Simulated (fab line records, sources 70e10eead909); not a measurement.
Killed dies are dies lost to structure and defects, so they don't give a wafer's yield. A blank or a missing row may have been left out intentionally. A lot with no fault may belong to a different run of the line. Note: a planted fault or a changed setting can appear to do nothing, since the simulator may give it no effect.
fab line records | flow nand-harc
[record] lots = 6 wafers = 18 last-day = 25
route steps=1159 shown A_STAIRCASE@616 END@1159
lots that met no fault: from a run of the same line without faults
start-h: hours from the record's first day to the start of the lot's first wafer shown | wait-h: how many hours have passed since the lot's step before this one | " as in the row above | L1.1+2: several wafers, shown together as one row | - value missing, or start not given | * or withheld: withheld | < > ~ a bound
route shown NAME@n: NAME is a module with steps in the file, n the number in the route of the first one | usual: the fault-free wafers' mean and standard deviation | same: alike in all rows | chamber/n: place in a boat | sites: per-site readings | _std_site: the values' standard deviation | _edge_site: inner sites' mean taken away from outer sites' mean | radius-mm: for every site, how far away it sits from the centre of the wafer | mask NAME#n: copy n | behind: the last tool/chamber to shape the wafer | hold: why the lot was held/for how many hours/how that ended | device: the transistor (n, p or np) that didn't switch | end of line: the route-end tests of the same wafers | step lacking rows: just its recipe | killed: dies lost to structure and defects at the first sort, not the wafer's yield | map: dies across one wafer; x = killed, . = not, _ = none there
set.NAME: setting as actually run; set.NAME@STEP: the setting as run at that earlier step | model.NAME: the simulator's own value behind a step, which no gauge read
lots seen at some steps along the route; tables by step, rows by wafer
services: from which hour (start-h, from the record's first day; less than 0 if before it) a tool's chamber was out of use, for how many hours, and why
[[steps]]
[step NHARC_A_STAIRCASE_TRIM_222]
[recipe] time-s = 211.2 o2-flow-sccm = 500 ar-flow-sccm = 0 bias-w = 0 chemistry = O2
[usual] chamber-pressure-mTorr = 59.99/0.054 drypump-motor-current-A = 5.7/0.35 oes-product-au = 0.997/0.0098 rf-vpp-V = 57.6/0.9 showerhead-plenum-p-Torr = 3.52/0.13 throttle-valve-pct = 17.037/0.009
[same] bias-w = 0
// columns lot.wafer tool chamber start-h wait-h chamber-pressure-mTorr drypump-motor-current-A oes-product-au rf-hours-counter-h rf-vpp-V showerhead-plenum-p-Torr throttle-valve-pct
L423.3 rie-diel-04 2 - - 60.04 5.4 1.000 54 57.9 3.37 17.048
L423.1 " 3 " " 60.01 6.1 0.996 56 58.4 3.67 17.025
L423.6 " 1 " " 60.07 5.5 0.985 - 58.1 3.71 17.025
L426.4 rie-diel-04 1 - - 59.99 5.5 0.985 58 57.3 3.71 17.032
L426.2 " 2 " " 59.98 5.4 0.996 60 58.1 3.37 17.038
L426.6 " 0 " " 60.07 6.1 0.984 - 57.3 3.56 17.042
L430.2 rie-diel-08 0 - - 60.04 6.3 0.994 5 56.7 3.55 17.052
L430.5 " 1 " " 60.00 6.2 1.018 - 56.8 3.33 17.029
L430.4 " 3 " " 60.01 5.8 1.008 - 56.9 3.47 17.041
L438.2 rie-diel-13 0 - - 59.94 5.4 0.983 27 56.3 3.36 17.023
L438.6 " 2 " " 59.99 5.6 0.994 - 58.4 3.64 17.025
L438.5 " 3 " " 60.04 5.6 0.974 - 56.4 3.44 17.034
L440.3 rie-diel-13 2 - - 59.93 5.6 1.000 33 57.1 3.64 17.034
L440.1 " 3 " " 59.93 5.6 1.003 33 57.9 3.43 17.036
L440.5 " 0 " " 60.00 5.5 1.001 - 57.6 3.36 17.041
L442.3 rie-diel-04 1 - - 60.01 5.5 1.002 38 59.0 3.68 17.038
L442.1 " 2 " " 59.94 5.4 1.002 37 56.7 3.35 17.043
L442.5 " 1 " " 59.92 5.5 1.001 - 58.6 3.68 17.034
[step NHARC_A_STAIRCASE_ETCH_223]
[recipe] target-depth-a = 1000 time-s = 40.5 ion-energy-ev = 400 c4f8-flow-sccm = 20 o2-flow-sccm = 10 ar-flow-sccm = withheld rf-w = 600 bias-w = 1000 chemistry = C4F8/O2
[usual] bias-w = 1000/3.2 chamber-pressure-mTorr = 24.999/0.022 oes-product-au = 0.937/0.011 rf-vpp-V = 896/4.7
// columns lot.wafer tool chamber start-h wait-h bias-w chamber-pressure-mTorr oes-product-au rf-hours-counter-h rf-vpp-V
L423.3 rie-diel-04 3 - - 998 24.964 0.946 56 900
L423.1 " 0 " " 999 24.988 0.939 53 899
L423.6 " 2 " " 999 24.989 0.943 - 890
L426.4 rie-diel-04 2 - - 994 25.006 0.935 60 890
L426.2 " 0 " " 999 24.961 0.936 60 898
L426.6 " 2 " " 1001 24.965 0.935 - 890
L430.2 rie-diel-08 3 - - 1001 25.006 0.944 5 894
L430.4 " 0 " " 1001 25.032 0.940 - 895
L430.5 " 1 " " 998 25.000 0.964 - 890
L438.2 rie-diel-13 0 - - 1000 24.974 0.938 27 890
L438.6 " 2 " " 1005 25.002 0.929 - 899
L438.5 " 3 " " 998 24.994 0.927 - 893
L440.3 rie-diel-13 0 - - 999 24.967 0.940 33 891
L440.1 " 1 " " 998 25.026 0.949 33 893
L440.5 " 3 " " 1000 24.991 0.942 - 893
L442.3 rie-diel-04 2 - - 1000 24.970 0.941 37 888
L442.1 " 3 " " 1000 24.991 0.928 33 900
L442.5 " 1 " " 996 24.988 0.941 - 901
[step NHARC_A_STAIRCASE_TRIM_224]
[recipe] time-s = 211.2 o2-flow-sccm = 500 ar-flow-sccm = 0 bias-w = 0 chemistry = O2
[step NHARC_A_STAIRCASE_ETCH_225]
[recipe] target-depth-a = 1000 time-s = 40.5 ion-energy-ev = 400 c4f8-flow-sccm = 20 o2-flow-sccm = 10 ar-flow-sccm = withheld rf-w = 600 bias-w = 1000 chemistry = C4F8/O2
[usual] bias-w = 1000.5/2.9 chamber-pressure-mTorr = 25.000/0.024 oes-product-au = 0.941/0.012 rf-vpp-V = 896/4.6
// columns lot.wafer tool chamber start-h wait-h bias-w chamber-pressure-mTorr oes-product-au rf-hours-counter-h rf-vpp-V
L423.1 rie-diel-04 0 - - 999.2 25.026 0.941 53 898
L423.3 " 3 " " 999.8 25.000 0.932 57 900
L423.6 " 0 " " 1001.0 24.986 0.933 - 898
L426.2 rie-diel-04 1 - - 994.3 24.985 0.950 58 903
L426.4 " 2 " " 999.9 24.993 0.946 60 891
L426.6 " 3 " " 1002.1 24.985 0.931 - 901
L430.2 rie-diel-08 0 - - 1001.6 24.952 0.941 6 897
L430.5 " 3 " " 1003.0 25.015 0.958 - 893
L430.4 " 1 " " 1004.1 24.965 0.957 - 889
L438.2 rie-diel-13 2 - - 996.8 25.002 0.939 28 901
L438.5 " 2 " " 995.7 24.986 0.938 - 901
L438.6 " 3 " " 1001.0 25.012 0.920 - 892
L440.3 rie-diel-13 1 - - 1000.0 25.007 0.946 33 891
L440.1 " 2 " " 996.8 24.968 0.941 33 901
L440.5 " 2 " " 997.5 25.017 0.939 - 900
L442.3 rie-diel-04 0 - - 997.7 25.008 0.935 34 897
L442.1 " 1 " " 1003.7 24.948 0.951 38 901
L442.5 " 3 " " 998.5 24.991 0.948 - 899
[step NHARC_A_STAIRCASE_TRIM_226]
[recipe] time-s = 211.2 o2-flow-sccm = 500 ar-flow-sccm = 0 bias-w = 0 chemistry = O2
[step NHARC_A_STAIRCASE_ETCH_227]
[recipe] target-depth-a = 1000 time-s = 40.5 ion-energy-ev = 400 c4f8-flow-sccm = 20 o2-flow-sccm = 10 ar-flow-sccm = withheld rf-w = 600 bias-w = 1000 chemistry = C4F8/O2
[usual] bias-w = 1000/3.1 chamber-pressure-mTorr = 25.005/0.023 oes-product-au = 0.941/0.016 rf-vpp-V = 895/4.6
// columns lot.wafer tool chamber start-h wait-h bias-w chamber-pressure-mTorr oes-product-au rf-hours-counter-h rf-vpp-V
L423.3 rie-diel-04 2 - - 996 24.992 0.944 55 891
L423.1 " 0 " " 1004 25.035 0.927 53 897
L423.6 " 1 " " 1001 24.985 0.924 - 902
L426.4 rie-diel-04 0 - - 1002 25.031 0.940 60 897
L426.2 " 2 " " 998 24.976 0.940 60 890
L426.6 " 3 " " 997 25.031 0.940 - 901
L430.2 rie-diel-08 1 - - 1003 24.978 0.968 6 887
L430.5 " 3 " " 1001 24.994 0.960 - 894
L430.4 " 0 " " 1007 25.028 0.940 - 897
L438.2 rie-diel-13 1 - - 1000 24.992 0.942 27 893
L438.5 " 3 " " 1001 25.000 0.931 - 893
L438.6 " 0 " " 1001 24.974 0.944 - 890
L440.3 rie-diel-13 1 - - 998 25.013 0.962 33 892
L440.1 " 2 " " 1003 25.024 0.952 33 900
L440.5 " 1 " " 998 24.987 0.951 - 894
L442.1 rie-diel-04 2 - - 998 25.054 0.945 38 889
L442.3 " 3 " " 996 24.986 0.947 33 900
L442.5 " 2 " " 999 25.000 0.936 - 889
[step NHARC_A_STAIRCASE_TRIM_229]
[recipe] time-s = 211.2 o2-flow-sccm = 500 ar-flow-sccm = 0 bias-w = 0 chemistry = O2
[usual] chamber-pressure-mTorr = 60.00/0.053 drypump-motor-current-A = 5.8/0.35 oes-product-au = 0.996/0.01 rf-vpp-V = 57.8/0.91 showerhead-plenum-p-Torr = 3.51/0.12 throttle-valve-pct = 17.037/0.01
[same] bias-w = 0
// columns lot.wafer tool chamber start-h wait-h chamber-pressure-mTorr drypump-motor-current-A oes-product-au rf-hours-counter-h rf-vpp-V showerhead-plenum-p-Torr throttle-valve-pct
L423.1 rie-diel-13 0 272.66 0.1 59.99 5.4 0.973 57 56.8 3.37 17.024
L423.3 " 3 " " 60.08 5.6 1.003 60 57.0 3.45 17.041
L423.6 " 2 " " 59.99 5.7 0.992 - 58.5 3.66 17.044
L426.4 rie-diel-04 1 283.80 0.1 60.04 5.5 0.979 58 58.8 3.71 17.032
L426.2 " 3 " " 59.94 6.1 0.991 63 58.4 3.66 17.046
L426.6 " 1 " " 59.96 5.5 0.985 - 58.5 3.71 17.041
L430.2 rie-diel-08 1 323.76 0.1 60.00 6.3 1.018 6 57.3 3.33 17.025
L430.4 " 1 " " 60.05 6.3 1.018 - 56.2 3.33 17.036
L430.5 " 3 " " 59.92 5.8 1.021 - 57.8 3.47 17.032
L438.2 rie-diel-13 3 350.09 0.1 60.00 5.7 0.990 28 57.7 3.44 17.019
L438.5 " 3 " " 60.02 5.7 0.993 - 57.4 3.44 17.028
L438.6 " 0 " " 60.03 5.5 1.013 - 56.9 3.36 17.044
L440.3 rie-diel-13 0 360.79 0.1 60.03 5.5 1.003 33 56.7 3.36 17.048
L440.1 " 3 " " 60.01 5.6 0.997 33 56.8 3.43 17.046
L440.5 " 1 " " 60.05 5.2 0.996 - 57.9 3.44 17.030
L442.3 rie-diel-04 2 393.82 0.1 60.02 5.4 1.003 38 57.0 3.35 17.034
L442.1 " 3 " " 60.00 6.0 1.000 33 57.9 3.64 17.059
L442.5 " 3 " " 60.02 6.1 0.986 - 59.4 3.64 17.028
[step NHARC_A_STAIRCASE_ETCH_230]
[recipe] target-depth-a = 1000 time-s = 40.5 ion-energy-ev = 400 c4f8-flow-sccm = 20 o2-flow-sccm = 10 ar-flow-sccm = withheld rf-w = 600 bias-w = 1000 chemistry = C4F8/O2
[step NHARC_A_STAIRCASE_TRIM_231]
[recipe] time-s = 211.2 o2-flow-sccm = 500 ar-flow-sccm = 0 bias-w = 0 chemistry = O2
[step NHARC_A_STAIRCASE_ETCH_232]
[recipe] target-depth-a = 1000 time-s = 40.5 ion-energy-ev = 400 c4f8-flow-sccm = 20 o2-flow-sccm = 10 ar-flow-sccm = withheld rf-w = 600 bias-w = 1000 chemistry = C4F8/O2
[step NHARC_A_STAIRCASE_TRIM_233]
[recipe] time-s = 211.2 o2-flow-sccm = 500 ar-flow-sccm = 0 bias-w = 0 chemistry = O2
[step NHARC_A_STAIRCASE_ETCH_234]
[recipe] target-depth-a = 1000 time-s = 40.5 ion-energy-ev = 400 c4f8-flow-sccm = 20 o2-flow-sccm = 10 ar-flow-sccm = withheld rf-w = 600 bias-w = 1000 chemistry = C4F8/O2
[usual] bias-w = 1000.4/2.7 chamber-pressure-mTorr = 25.003/0.022 oes-product-au = 0.939/0.011 rf-vpp-V = 895/4.6
// columns lot.wafer tool chamber start-h wait-h bias-w chamber-pressure-mTorr oes-product-au rf-hours-counter-h rf-vpp-V
L423.1 rie-diel-13 0 273.66 - 999.4 25.016 0.921 57 891
L423.3 " 2 " " 1000.3 24.986 0.945 60 901
L423.6 " 0 " " 999.7 25.002 0.932 - 890
L426.2 rie-diel-04 3 284.47 - 1002.8 24.988 0.942 63 902
L426.4 " 1 " " 1000.5 25.005 0.934 58 903
L426.6 " 2 " " 1002.8 25.004 0.937 - 890
L430.2 rie-diel-08 3 324.54 - 1002.9 24.994 0.938 6 895
L430.4 " 3 " " 1003.7 24.943 0.948 - 894
L430.5 " 0 " " 997.8 24.974 0.934 - 896
L438.2 rie-diel-13 0 351.22 - 999.5 25.039 1.130 28 892
L438.6 " 1 " " 998.2 24.998 0.950 - 893
L438.5 " 2 " " 1001.7 25.023 0.936 - 901
L440.3 rie-diel-13 2 361.59 - 1001.3 25.016 0.951 33 900
L440.1 " 0 " " 1001.1 25.010 1.146 33 890
L440.5 " 3 " " 999.0 24.999 0.941 - 892
L442.3 rie-diel-04 0 394.58 - 1001.0 25.006 0.923 34 896
L442.1 " 2 " " 997.3 24.982 0.940 38 888
L442.5 " 0 " " 1002.0 25.009 0.923 - 897
[step NHARC_A_STAIRCASE_TRIM_235]
[recipe] time-s = 211.2 o2-flow-sccm = 500 ar-flow-sccm = 0 bias-w = 0 chemistry = O2
[step NHARC_END_SORT_01]
[recipe] temp-c = 25
[usual] killed-at-array = 26/10 killed-at-other = 0.8/1.1 killed-at-periphery = 3.3/2.6 killed-dies = 30/11 killed-open = 3.4/1.8 killed-short = 2.0/1.3
[same] gross-dies = 677
// columns lot.wafer tool chamber start-h wait-h hold killed-at-array killed-at-other killed-at-periphery killed-dies killed-open killed-short
L423.1 prober-02 0 464.75 2.5 - 21 1 3 25 3 2
L423.3 prober-02 0 466.37 3.1 - 20 0 4 24 3 1
L423.6 prober-02 0 468.79 4.0 - 25 0 3 28 5 5
L426.2 prober-01 0 481.87 2.8 - 16 0 6 22 1 0
L426.4 prober-01 0 483.47 3.4 - 18 2 3 23 4 1
L426.6 prober-01 0 485.06 4.0 - 17 4 7 28 3 2
L430.2 prober-01 0 515.43 2.8 - 49 0 1 50 3 0
L430.4 prober-01 0 517.03 3.4 - 29 1 3 33 2 3
L430.5 prober-01 0 517.83 3.7 - 42 0 6 48 4 5
L438.2 prober-01 0 549.10 2.8 await-dispo/6.4h/release 669 1 7 677 4 3
L438.5 prober-01 0 551.51 3.7 await-dispo/6.4h/release 33 0 2 35 0 0
L438.6 prober-01 0 552.31 4.0 await-dispo/6.4h/release 39 2 4 45 3 0
L440.1 prober-02 0 556.14 2.5 await-dispo/4.9h/release 675 1 1 677 2 1
L440.3 prober-02 0 557.73 3.1 await-dispo/4.9h/release 46 0 5 51 4 4
L440.5 prober-02 0 559.31 3.7 await-dispo/4.9h/release 32 2 8 42 6 1
L442.1 prober-02 0 592.74 2.5 - 48 2 5 55 4 1
L442.3 prober-02 0 594.32 3.1 - 45 2 3 50 2 3
L442.5 prober-02 0 595.90 3.7 - 42 0 7 49 2 2
// killed by level:class
L423.1 A_SLIT:chamber-film-flake=6 A_CONTACT:chamber-film-flake=5 A_STAIRCASE:chamber-film-flake=3 A_CHANNEL_HOLE_D1:geometric-particle:open=2 P_M0:geometric-particle:short=1 A_CHANNEL_HOLE_D1:geometric-particle:short=1 A_BLC:geometric-particle:open=1 P_ZERO_WELL:chamber-film-flake=1
L423.3 A_SLIT:chamber-film-flake=5 A_STAIRCASE:chamber-film-flake=5 A_CHANNEL_HOLE_D1:chamber-film-flake=4 A_CONTACT:geometric-particle:open=2 P_ZERO_WELL:chamber-film-flake=2 P_M1:chamber-film-flake=2 A_ONON_D1:geometric-particle:open=1 A_CONTACT:geometric-particle:short=1
L423.6 A_STAIRCASE:chamber-film-flake=7 A_WL_FILL:geometric-particle:short=4 A_CHANNEL_HOLE_D1:chamber-film-flake=3 A_SLIT:chamber-film-flake=3 P_M1:chamber-film-flake=2 P_M2:geometric-particle:open=1 A_ONON_D1:geometric-particle:open=1 A_CHANNEL_FILL_D1:geometric-particle:short=1
L426.2 A_STAIRCASE:chamber-film-flake=7 P_M2:chamber-film-flake=5 A_CHANNEL_HOLE_D1:chamber-film-flake=5 A_CONTACT:chamber-film-flake=4 P_CONTACT:geometric-particle:open=1
L426.4 A_STAIRCASE:chamber-film-flake=5 A_WL_FILL:chamber-film-flake=3 A_CHANNEL_HOLE_D1:chamber-film-flake=2 A_CONTACT:chamber-film-flake=2 THIN_TSV:chamber-film-flake=2 A_CHANNEL_FILL_D1:geometric-particle:open=1 A_WL_FILL:geometric-particle:short=1 A_WL_FILL:geometric-particle:open=1
L426.6 A_STAIRCASE:chamber-film-flake=8 P_M2:chamber-film-flake=4 THIN_TSV:chamber-film-flake=4 A_CONTACT:chamber-film-flake=3 P_GATE:geometric-particle:open=1 P_M0:geometric-particle:open=1 A_SGD_CUT:geometric-particle:short=1 A_CONTACT:geometric-particle:open=1
L430.2 A_SLIT:chamber-film-flake=19 A_CHANNEL_HOLE_D1:chamber-film-flake=17 A_CONTACT:chamber-film-flake=8 A_STAIRCASE:chamber-film-flake=2 A_CONTACT:geometric-particle:open=1 A_BLC:geometric-particle:open=1 A_M1:geometric-particle:open=1 P_ZERO_WELL:chamber-film-flake=1
L430.4 A_SLIT:chamber-film-flake=12 A_CHANNEL_HOLE_D1:chamber-film-flake=7 A_STAIRCASE:chamber-film-flake=4 A_CONTACT:chamber-film-flake=3 P_CONTACT:geometric-particle:short=1 P_M1:geometric-particle:short=1 A_CONTACT:geometric-particle:open=1 A_BLC:geometric-particle:open=1
L430.5 A_SLIT:chamber-film-flake=17 A_CHANNEL_HOLE_D1:chamber-film-flake=11 A_CONTACT:chamber-film-flake=4 A_STAIRCASE:chamber-film-flake=3 P_M0:geometric-particle:open=2 A_CHANNEL_FILL_D1:geometric-particle:open=2 A_WL_FILL:geometric-particle:short=2 P_M1:geometric-particle:short=1
L438.2 A_STAIRCASE:area-etch=634 A_SLIT:chamber-film-flake=21 A_CHANNEL_HOLE_D1:chamber-film-flake=8 P_STI:chamber-film-flake=4 A_WL_FILL:geometric-particle:open=2 A_CONTACT:chamber-film-flake=2 P_CONTACT:geometric-particle:short=1 P_M0:geometric-particle:open=1
L438.5 A_CHANNEL_HOLE_D1:chamber-film-flake=15 A_SLIT:chamber-film-flake=12 A_CONTACT:chamber-film-flake=3 P_GATE:chamber-film-flake=2 A_STAIRCASE:chamber-film-flake=2 A_CHANNEL_FILL_D1:chamber-film-flake=1
L438.6 A_SLIT:chamber-film-flake=21 A_CHANNEL_HOLE_D1:chamber-film-flake=8 A_CONTACT:chamber-film-flake=4 P_STI:chamber-film-flake=2 P_GATE:chamber-film-flake=2 THIN_TSV:chamber-film-flake=2 A_ONON_D1:geometric-particle:open=1 A_CHANNEL_FILL_D1:geometric-particle:open=1
L440.1 A_STAIRCASE:area-etch=636 A_SLIT:chamber-film-flake=21 A_CHANNEL_HOLE_D1:chamber-film-flake=15 P_M0:geometric-particle:open=1 A_WL_FILL:geometric-particle:open=1 STARTING-WAFER:geometric-particle:short=1 A_CHANNEL_FILL_D1:chamber-film-flake=1 A_CONTACT:chamber-film-flake=1
L440.3 A_CHANNEL_HOLE_D1:chamber-film-flake=16 A_SLIT:chamber-film-flake=16 A_STAIRCASE:chamber-film-flake=4 A_WL_FILL:geometric-particle:short=3 P_STI:chamber-film-flake=3 A_CONTACT:geometric-particle:open=2 A_CONTACT:chamber-film-flake=2 P_M0:geometric-particle:open=1
L440.5 A_SLIT:chamber-film-flake=16 A_CHANNEL_HOLE_D1:chamber-film-flake=10 P_STI:chamber-film-flake=4 P_M0:geometric-particle:open=3 A_CONTACT:chamber-film-flake=3 A_SOURCE_PLATE:geometric-particle:open=1 A_CONTACT:geometric-particle:open=1 STARTING-WAFER:geometric-particle:open=1
L442.1 A_SLIT:chamber-film-flake=31 A_CHANNEL_HOLE_D1:chamber-film-flake=12 A_STAIRCASE:chamber-film-flake=3 P_GATE:chamber-film-flake=2 THIN_TSV:chamber-film-flake=2 P_ZERO_WELL:geometric-particle:open=1 P_CONTACT:geometric-particle:open=1 P_CONTACT:geometric-particle:short=1
L442.3 A_SLIT:chamber-film-flake=18 A_CHANNEL_HOLE_D1:chamber-film-flake=15 A_CONTACT:chamber-film-flake=7 A_WL_FILL:geometric-particle:short=2 THIN_TSV:chamber-film-flake=2 P_M0:geometric-particle:short=1 A_SOURCE_PLATE:geometric-particle:open=1 P_GATE:chamber-film-flake=1
L442.5 A_SLIT:chamber-film-flake=21 A_CHANNEL_HOLE_D1:chamber-film-flake=12 P_GATE:chamber-film-flake=3 P_M0:chamber-film-flake=3 A_CONTACT:chamber-film-flake=3 A_CHANNEL_FILL_D1:geometric-particle:open=1 A_CONTACT:geometric-particle:short=1 A_CONTACT:geometric-particle:open=1
// map L438.2 (x killed, . not)
____________x____________
_________xxxxxxx_________
_______xxxxxxxxxxx_______
______xxxxxxxxxxxxx______
_____xxxxxxxxxxxxxxx_____
____xxxxxxxxxxxxxxxxx____
____xxxxxxxxxxxxxxxxx____
___xxxxxxxxxxxxxxxxxxx___
___xxxxxxxxxxxxxxxxxxx___
__xxxxxxxxxxxxxxxxxxxxx__
__xxxxxxxxxxxxxxxxxxxxx__
_xxxxxxxxxxxxxxxxxxxxxxx_
_xxxxxxxxxxxxxxxxxxxxxxx_
_xxxxxxxxxxxxxxxxxxxxxxx_
_xxxxxxxxxxxxxxxxxxxxxxx_
_xxxxxxxxxxxxxxxxxxxxxxx_
xxxxxxxxxxxxxxxxxxxxxxxxx
xxxxxxxxxxxxxxxxxxxxxxxxx
xxxxxxxxxxxxxxxxxxxxxxxxx
xxxxxxxxxxxxxxxxxxxxxxxxx
xxxxxxxxxxxxxxxxxxxxxxxxx
_xxxxxxxxxxxxxxxxxxxxxxx_
_xxxxxxxxxxxxxxxxxxxxxxx_
_xxxxxxxxxxxxxxxxxxxxxxx_
_xxxxxxxxxxxxxxxxxxxxxxx_
_xxxxxxxxxxxxxxxxxxxxxxx_
__xxxxxxxxxxxxxxxxxxxxx__
__xxxxxxxxxxxxxxxxxxxxx__
___xxxxxxxxxxxxxxxxxxx___
___xxxxxxxxxxxxxxxxxxx___
____xxxxxxxxxxxxxxxxx____
____xxxxxxxxxxxxxxxxx____
_____xxxxxxxxxxxxxxx_____
______xxxxxxxxxxxxx______
_______xxxxxxxxxxx_______
_________xxxxxxx_________
____________x____________
// map L440.1 (x killed, . not)
____________x____________
_________xxxxxxx_________
_______xxxxxxxxxxx_______
______xxxxxxxxxxxxx______
_____xxxxxxxxxxxxxxx_____
____xxxxxxxxxxxxxxxxx____
____xxxxxxxxxxxxxxxxx____
___xxxxxxxxxxxxxxxxxxx___
___xxxxxxxxxxxxxxxxxxx___
__xxxxxxxxxxxxxxxxxxxxx__
__xxxxxxxxxxxxxxxxxxxxx__
_xxxxxxxxxxxxxxxxxxxxxxx_
_xxxxxxxxxxxxxxxxxxxxxxx_
_xxxxxxxxxxxxxxxxxxxxxxx_
_xxxxxxxxxxxxxxxxxxxxxxx_
_xxxxxxxxxxxxxxxxxxxxxxx_
xxxxxxxxxxxxxxxxxxxxxxxxx
xxxxxxxxxxxxxxxxxxxxxxxxx
xxxxxxxxxxxxxxxxxxxxxxxxx
xxxxxxxxxxxxxxxxxxxxxxxxx
xxxxxxxxxxxxxxxxxxxxxxxxx
_xxxxxxxxxxxxxxxxxxxxxxx_
_xxxxxxxxxxxxxxxxxxxxxxx_
_xxxxxxxxxxxxxxxxxxxxxxx_
_xxxxxxxxxxxxxxxxxxxxxxx_
_xxxxxxxxxxxxxxxxxxxxxxx_
__xxxxxxxxxxxxxxxxxxxxx__
__xxxxxxxxxxxxxxxxxxxxx__
___xxxxxxxxxxxxxxxxxxx___
___xxxxxxxxxxxxxxxxxxx___
____xxxxxxxxxxxxxxxxx____
____xxxxxxxxxxxxxxxxx____
_____xxxxxxxxxxxxxxx_____
______xxxxxxxxxxxxx______
_______xxxxxxxxxxx_______
_________xxxxxxx_________
____________x____________
[[services]]
// columns tool chamber start-h hours kind
rie-diel-13 1 268.75 6.3 repair
rie-diel-04 0 269.40 - clean
rie-diel-04 1 269.40 - clean
rie-diel-04 2 269.40 - clean
rie-diel-04 3 269.40 - clean
rie-diel-13 - 276.66 9.0 pm
rie-diel-04 - 289.96 9.0 pm
rie-diel-04 0 289.96 9.0 vent-cycle
rie-diel-04 1 289.96 9.0 vent-cycle
rie-diel-04 2 289.96 9.0 vent-cycle
rie-diel-04 3 289.96 9.0 vent-cycle
rie-diel-04 0 298.96 - clean
rie-diel-04 0 298.96 - consumable-replace:focus-ring
rie-diel-04 1 298.96 - clean
rie-diel-04 2 298.96 - clean
rie-diel-04 3 298.96 - clean
rie-diel-08 - 301.84 9.0 pm
rie-diel-04 0 323.46 - clean
rie-diel-04 1 323.46 - clean
rie-diel-04 2 323.46 - clean
rie-diel-04 3 323.46 - clean
rie-diel-04 0 349.12 - clean
rie-diel-04 1 349.12 - clean
rie-diel-04 2 349.12 - clean
[[key]]
[first-sign] step = NHARC_A_STAIRCASE_ETCH_234 reading = oes-product-au direction = up sigmas = 18 usual = 0.939 struck = 1.138
[effect] step = NHARC_END_SORT_01 reading = killed-at-array direction = up sigmas = 62 usual = 26 struck = 672
[more-kills-born-at] NHARC_A_STAIRCASE_ETCH_234@rie-diel-13 = 1270
met-at NHARC_A_STAIRCASE_ETCH_234
struck-wafers L438.2,L440.1
later-rows-left-out L438.2,L440.1
tester-left-out L438,L440
onset-between 273.66 351.22
[fault] kind = process-parameter-drift tool = rie-diel-13 chamber = 0 onset-h = 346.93 steps = NHARC_A_STAIRCASE_ETCH_234 channel = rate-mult offset = 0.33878 shape = step end-h = 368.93
// tester-left-out: of these lots the tester's yield and bins aren't shown, on N5 and GAA mostly nor the transistor test; their killed dies are dies lost to structure and defects alone, not to doping, threshold or leakage, so they don't give the yield
// later-rows-left-out: the simulator's readings of these wafers behind a module that went badly wrong aren't trusted and aren't shown, but for the sort
